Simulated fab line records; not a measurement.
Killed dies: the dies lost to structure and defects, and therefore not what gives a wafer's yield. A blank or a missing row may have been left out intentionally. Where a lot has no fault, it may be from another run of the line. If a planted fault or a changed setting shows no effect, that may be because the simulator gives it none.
fab line records	flow nandHarc
record lots=5	wafers=14	lastDay=34
route steps=1302 shown A_ONON_D1@426
lots that met no fault: taken from a fault-free run of the same line
startH: hours from the record's first day to the start of the lot's first wafer shown	waitH: hours since the lot's step before	" identical to the entry in the row above	L1.1+2: several wafers, shown together as one row	- no value present, or no start provided	* or withheld: withheld	< > ~ a bound
route shown NAME@n: a module of which the file shows steps, and the number in the route of the first	usual: average and standard deviation across the fault-free wafers	same: alike in all rows	chamber/n: place in a boat	sites: readings site by site	_std_site: the standard deviation of these	_edge_site: mean of outer sites minus mean of inner sites	radiusMm: for every site, how far away it sits from the centre of the wafer	mask NAME#n: copy n	behind: the last tool/chamber to shape the wafer	hold: the reason the lot was held/the length of the hold in hours/how it ended	device: whichever transistor did not switch (one of n, p or np)	end of line: at the end of the route, the tests of the same wafers	where a step has no rows: the recipe by itself	killed: count of dies lost to structure and defects at first sort (not the wafer's yield)	map: dies across one wafer; x = killed, . = not, _ = none there
set.NAME: the setting the step ran with; set.NAME@STEP: the setting that earlier step ran with	model.NAME: the simulator's own value behind a step, which no gauge read
a table for each step, a row for each wafer; lots at some steps of the route
services: the hour from which a tool's chamber was out of use, counted from the record's first day as startH (under 0 if before that day), plus the number of hours and why
## steps
# step NHARC_A_ONON_D1_DEP_03
# recipe targetThkA=10000	n2FlowSccm=2750	n2oFlowSccm=2000	nh3FlowSccm=500	sih4FlowSccm=210	tempC=400
# step NHARC_A_ONON_D1_THK_MEAS_05
# recipe thkMeasGauge=ellipsometry
# usual thkNm=1003/12
lot.wafer	tool	chamber	startH	waitH	thkNm
L755.1	filmMetro-02	-	166.41	-	1005
L755.3	"	-	"	"	1003
L755.5	"	-	"	"	1005
L756.2	filmMetro-01	-	180.46	-	993
L756.5	"	-	"	"	992
L756.6	"	-	"	"	993
L773.3	filmMetro-02	-	358.18	-	991
L773.6	"	-	"	"	990
L776.1	filmMetro-01	-	384.11	-	1008
L776.3	"	-	"	"	1010
L776.5	"	-	"	"	1008
L777.1	filmMetro-01	-	393.60	-	990
L777.2	"	-	"	"	992
L777.3	"	-	"	"	990
# step NHARC_A_ONON_D1_DEP_06
# recipe targetThkA=10000	n2FlowSccm=2750	n2oFlowSccm=2000	nh3FlowSccm=500	sih4FlowSccm=210	tempC=400
# step NHARC_A_ONON_D1_THK_MEAS_08
# recipe thkMeasGauge=ellipsometry
# usual thkNm=1000/9.7
lot.wafer	tool	chamber	startH	waitH	thkNm
L755.1	filmMetro-01	-	166.97	-	1002
L755.3	"	-	"	"	1001
L755.5	"	-	"	"	1002
L756.2	filmMetro-01	-	181.02	-	1000
L756.5	"	-	"	"	999
L756.6	"	-	"	"	1001
L773.3	filmMetro-01	-	358.74	-	987
L773.6	"	-	"	"	987
L776.1	filmMetro-01	-	384.68	-	992
L776.3	"	-	"	"	991
L776.5	"	-	"	"	992
L777.1	filmMetro-02	-	394.17	-	982
L777.2	"	-	"	"	984
L777.3	"	-	"	"	983
# step NHARC_A_ONON_D1_DEP_09
# recipe targetThkA=10000	n2FlowSccm=2750	n2oFlowSccm=2000	nh3FlowSccm=500	sih4FlowSccm=210	tempC=400
# step NHARC_A_ONON_D1_THK_MEAS_11
# recipe thkMeasGauge=ellipsometry
# usual thkNm=998/10
lot.wafer	tool	chamber	startH	waitH	thkNm
L755.1	filmMetro-02	-	167.54	-	991
L755.3	"	-	"	"	991
L755.5	"	-	"	"	991
L756.2	filmMetro-01	-	181.58	-	997
L756.5	"	-	"	"	997
L756.6	"	-	"	"	996
L773.3	filmMetro-02	-	359.30	-	986
L773.6	"	-	"	"	986
L776.1	filmMetro-01	-	385.25	-	988
L776.3	"	-	"	"	988
L776.5	"	-	"	"	986
L777.1	filmMetro-01	-	394.73	-	1009
L777.2	"	-	"	"	1007
L777.3	"	-	"	"	1009
# step NHARC_A_ONON_D1_DEP_12
# recipe targetThkA=10000	n2FlowSccm=2750	n2oFlowSccm=2000	nh3FlowSccm=500	sih4FlowSccm=210	tempC=400
# step NHARC_A_ONON_D1_THK_MEAS_14
# recipe thkMeasGauge=ellipsometry
# usual thkNm=1004/8.6
lot.wafer	tool	chamber	startH	waitH	thkNm
L755.1	filmMetro-01	-	168.11	-	997
L755.3	"	-	"	"	997
L755.5	"	-	"	"	996
L756.2	filmMetro-01	-	182.15	-	1008
L756.5	"	-	"	"	1007
L756.6	"	-	"	"	1008
L773.3	filmMetro-01	-	359.87	-	1008
L773.6	"	-	"	"	1006
L776.1	filmMetro-01	-	385.81	-	1004
L776.3	"	-	"	"	1005
L776.5	"	-	"	"	1005
L777.1	filmMetro-01	-	395.30	-	996
L777.2	"	-	"	"	996
L777.3	"	-	"	"	997
# step NHARC_A_ONON_D1_ANNEAL_15
# recipe tempC=750	timeS=3600
# step NHARC_A_ONON_D1_DEP_16
# recipe targetThkA=10000	n2FlowSccm=2750	n2oFlowSccm=2000	nh3FlowSccm=500	sih4FlowSccm=210	tempC=400
# step NHARC_A_ONON_D1_THK_MEAS_18
# recipe thkMeasGauge=ellipsometry
# usual thkNm=1002/12
lot.wafer	tool	chamber	startH	waitH	thkNm
L755.1	filmMetro-02	-	175.92	-	1004
L755.3	"	-	"	"	1006
L755.5	"	-	"	"	1007
L756.2	filmMetro-02	-	190.22	-	1017
L756.5	"	-	"	"	1017
L756.6	"	-	"	"	1016
L773.3	filmMetro-01	-	369.08	-	998
L773.6	"	-	"	"	999
L776.1	filmMetro-02	-	393.63	-	1008
L776.3	"	-	"	"	1009
L776.5	"	-	"	"	1006
L777.1	filmMetro-01	-	403.46	-	992
L777.2	"	-	"	"	991
L777.3	"	-	"	"	994
# step NHARC_A_ONON_D1_DEP_19
# recipe targetThkA=10000	n2FlowSccm=2750	n2oFlowSccm=2000	nh3FlowSccm=500	sih4FlowSccm=210	tempC=400
# usual n2oFlowSccm=1999/5.2
lot.wafer	tool	chamber	startH	waitH	n2oFlowSccm
L755.1	pecvdOnon-02	0	175.98	0.1	1997
L755.3	"	0	"	"	2002
L755.5	"	0	"	"	1993
L756.2	pecvdOnon-04	0	190.34	0.1	1997
L756.5	"	0	"	"	1995
L756.6	"	0	"	"	1999
L773.3	pecvdOnon-04	0	369.25	0.2	1996
L773.6	"	0	"	"	2004
L776.1	pecvdOnon-02	0	393.69	0.1	2001
L776.3	"	0	"	"	2001
L776.5	"	0	"	"	1998
L777.1	pecvdOnon-03	0	403.51	0.1	1999
L777.2	"	0	"	"	1999
L777.3	"	0	"	"	2001
# step NHARC_A_ONON_D1_THK_MEAS_21
# recipe thkMeasGauge=ellipsometry
# usual thkNm=1002/9.5
lot.wafer	tool	chamber	startH	waitH	hold	thkNm
L755.1	filmMetro-02	-	176.49	-	-	999
L755.3	"	-	"	"	-	1000
L755.5	"	-	"	"	-	1001
L756.2	filmMetro-02	-	190.79	-	-	990
L756.5	"	-	"	"	-	990
L756.6	"	-	"	"	-	991
L773.3	filmMetro-01	-	369.65	-	awaitDispo/0.2h/release	1575
L773.6	"	-	"	"	awaitDispo/0.2h/release	1577
L773.3	filmMetro-01	-	369.82	0.2	-	1576
L773.6	"	-	"	"	-	1577
L776.1	filmMetro-02	-	394.20	-	-	1006
L776.3	"	-	"	"	-	1006
L776.5	"	-	"	"	-	1007
L777.1	filmMetro-01	-	404.02	-	-	989
L777.2	"	-	"	"	-	990
L777.3	"	-	"	"	-	989
## services
tool	chamber	startH	hours	kind
pecvdOnon-02	-	185.00	13.0	pm
pecvdOnon-03	-	227.24	13.0	pm
pecvdOnon-04	-	311.39	13.0	pm
pecvdOnon-02	-	366.00	13.0	pm
pecvdOnon-02	-	401.06	0.1	repair
## key
firstSign step=NHARC_A_ONON_D1_THK_MEAS_21	reading=visit	direction=added
effect step=NHARC_A_ONON_D1_THK_MEAS_21	reading=thkNm	direction=up	sigmas=60	usual=1002	struck=1576
metAt NHARC_A_ONON_D1_DEP_19
struckWafers L773.3,L773.6
laterRowsLeftOut L773.3,L773.6
sortLeftOut L773.3,L773.6
testerLeftOut L773
onsetBetween 190.34 369.25
fault kind=processParameterDrift	tool=pecvdOnon-04	chamber=-	onsetH=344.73	steps=NHARC_A_ONON_D1_DEP_19	channel=targetThkA	offset=*	shape=step	endH=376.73	scope=struckWafersOnly	actsIn=*	stated=*
# testerLeftOut: of these lots the tester's yield and bins aren't shown, on N5 and GAA mostly nor the transistor test; their killed dies are dies lost to structure and defects alone, not to doping, threshold or leakage, so they don't give the yield
# sortLeftOut: the simulated sort isn't trusted on such a fault, so these wafers' sort isn't shown, and their yield isn't known
# laterRowsLeftOut: the simulator's readings of these wafers behind a module that went badly wrong aren't trusted and aren't shown, but for the sort
